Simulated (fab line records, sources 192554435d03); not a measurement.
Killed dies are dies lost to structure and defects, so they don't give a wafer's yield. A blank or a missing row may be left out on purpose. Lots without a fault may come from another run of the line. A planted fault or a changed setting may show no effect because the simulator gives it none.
Chamber matching | flow n5_finfet | N5_BEOL_M5_CO_CAP_78 on cvd_co-01: 3 sister chambers
The step material Co, precursor CCTBA/H2, target thk 2 nm, time 102.1 s. 6 wafers are shown with their chamber, then 12 later ones without.

WAFERS WITH THEIR CHAMBER
wafer  | chamber | heater_power_w (W)
L088.6 | 2       | 188
L087.4 | 0       | 281
L087.6 | 1       | 224
L089.1 | 2       | 184
L089.3 | 1       | 222
L089.6 | 0       | 289

WAFERS WITHOUT THEIR CHAMBER
wafer  | heater_power_w (W)
L092.2 | 185
L092.3 | 223
L092.5 | 225
L094.2 | 224
L094.4 | 274
L094.5 | 185
L097.1 | 278
L097.3 | 187
L097.4 | 184
L096.3 | 187
L096.5 | 272
L096.6 | 228

WHICH CHAMBER EACH WENT THROUGH
wafer  | from the rows above | in truth
L092.2 | 2                   | 2
L092.3 | 1                   | 1
L092.5 | 1                   | 1
L094.2 | 1                   | 1
L094.4 | 0                   | 0
L094.5 | 2                   | 2
L097.1 | 0                   | 0
L097.3 | 2                   | 2
L097.4 | 2                   | 2
L096.3 | 2                   | 2
L096.5 | 0                   | 0
L096.6 | 1                   | 1
Placed correctly: 12 of 12. Can't be placed from these rows: 0. Placed wrongly: 0.
How it was worked out, from the rows above alone: a wafer's distance from a chamber is the root of the sum, over the readings, of the square of ((its reading less the chamber's mean) divided by the reading's scatter). The wafer belongs to the nearest chamber; if the next one is less than 2 further off, it can't be placed. A chamber's mean is the mean of its shown wafers. The scatter: the root of (the sum of the squares of (reading less its chamber's mean) over the shown wafers, divided by (wafers less chambers)).
